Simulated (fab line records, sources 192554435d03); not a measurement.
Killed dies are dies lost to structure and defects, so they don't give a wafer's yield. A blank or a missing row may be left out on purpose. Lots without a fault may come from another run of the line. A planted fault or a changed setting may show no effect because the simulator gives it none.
A struck lot beside a sound one | flow n5_finfet | 19 steps out of a route of 1938
Sound: wafers L226.2, L226.4, L226.6. Struck: wafers L222.2, L222.3, L222.5. The cause comes at the end.
At each step with rows: each side's tool, then ch and its chambers, then its first start. Under that, the readings that differ: sound wafers | struck wafers | difference of the means | sigmas: that difference in standard deviations of wafers without a fault.
alike: readings whose means differ by less than 2 such deviations, and words and numbers that are the same on both sides. not compared: withheld readings, readings that some wafer has no value for, bounds like >300 that may hide the same value, and numbers for which the record gives no deviation and whose values overlap.
The two part at a step that has a row with sigmas, a row that says differs or no value, or rows on one side only. Numbers that don't overlap but have no deviation are shown without sigmas and don't part them. A reading that every wafer of one side lacks parts them only if that side has two wafers or more.

N5_BEOL_M10_STRIP_77: strips in N2/H2, time 10 s.
  sound on rie_diel-02 ch 0,1,2; struck on rie_diel-02 ch 1,2,3
  alike: drypump_motor_current_A, h2_flow_sccm, oes_product_au, rf_vpp_V, showerhead_plenum_p_Torr, throttle_valve_pct
  not compared: rf_hours_counter_h
N5_BEOL_M10_OCD_MEAS_38:
  sound on ocd-01, day 15 21:03; struck on ocd-01, day 14 05:40
  alike: trench_depth_nm
then, 4 steps without rows for these wafers: N5_BEOL_M10_HM_STRIP_39 (strips TiN in peroxide tin strip, target depth 25 nm, time 158 s); N5_BEOL_M10_SRD_40 (time 30 s); N5_BEOL_M10_PRECLEAN_42 (cleans in residue remover, time 60 s); N5_BEOL_M10_SRD_43 (time 30 s).
N5_BEOL_M10_CD_MEAS_35: target cd 70 nm.
  sound on cd_sem-01, day 15 21:12; struck on cd_sem-03, day 14 05:49
  alike: cd_nm
N5_BEOL_M10_CURE_72: cures SiCOH lowk, time 120 s.
  sound on uv_cure-03 ch 0, day 15 21:35; struck on uv_cure-03 ch 0, day 14 05:55
  alike: lamp_power_pct, wafer_temp_C_max
then, 2 steps without rows for these wafers: N5_BEOL_M10_DEGAS_44 (time 60 s); N5_BEOL_M10_PRE_CLEAN_45 (time 30 s).
N5_BEOL_M10_ALD_74: deposits TaN, target thk 2 nm, pulse time 2 s, purge time 3 s.
  sound on ald_metal-03 ch 0,1,3, day 15 21:59; struck on ald_metal-01 ch 0,2,3, day 14 08:41
  alike: heater_power_w, precursor_vessel_pressure_torr
N5_BEOL_M10_SURFACE_TREAT_76:
  sound on pvd_sputter-03, day 15 22:29; struck on pvd_sputter-03, day 14 08:59
  not compared: throttle_valve_pct
N5_BEOL_M10_CVD_75: deposits Co from CCTBA/H2, target thk 2 nm, time 138.9 s.
  sound on cvd_co-02 ch 1,2, day 15 22:46; struck on cvd_co-01 ch 0,1, day 14 09:37
then, 2 steps without rows for these wafers: N5_BEOL_M10_SPUTTER_48 (material Cu, target thk 12 nm, time 2 s); N5_BEOL_M10_ECD_50 (material Cu, target thk 318 nm).
N5_BEOL_M10_ANNEAL_51: time 90 s.
  sound on rtp_anneal-01 ch 0, day 15 23:21; struck on rtp_anneal-01 ch 0, day 14 10:03
  alike: wafer_temp_C_max
N5_BEOL_M10_CMP_52: polishes, stops on SiCOH lowk, t overpolish 7 s, target thk 140 nm.
  sound on cmp-03 ch 0,1,3, day 15 23:41; struck on cmp-01 ch 1,3, day 14 10:18
  reading                      | sound          | struck         | difference | sigmas
  barrier_field_endpoint_s (s) | 28.4 28.7 28.1 | 30.8 31.5 32.4 | +3.2       | +5
  alike: clearing_platen_rpm, edge_zone_pressure_frac, motor_current_A, overpolish_run_s, time_to_endpoint_s
N5_BEOL_M10_THK_MEAS_53: measures by xrf.
  sound on film_metro-02, day 15 23:54; struck on film_metro-01, day 14 10:36
  alike: M10_THK
N5_PASSIVATION_PROBE_49:
  the record has rows for the sound wafers here (prober-01, day 17 22:40) and none for the struck ones

WHERE THEY PART
First at N5_BEOL_M10_CMP_52; last, within this record, at N5_PASSIVATION_PROBE_49.

WHY: what the simulator had put in
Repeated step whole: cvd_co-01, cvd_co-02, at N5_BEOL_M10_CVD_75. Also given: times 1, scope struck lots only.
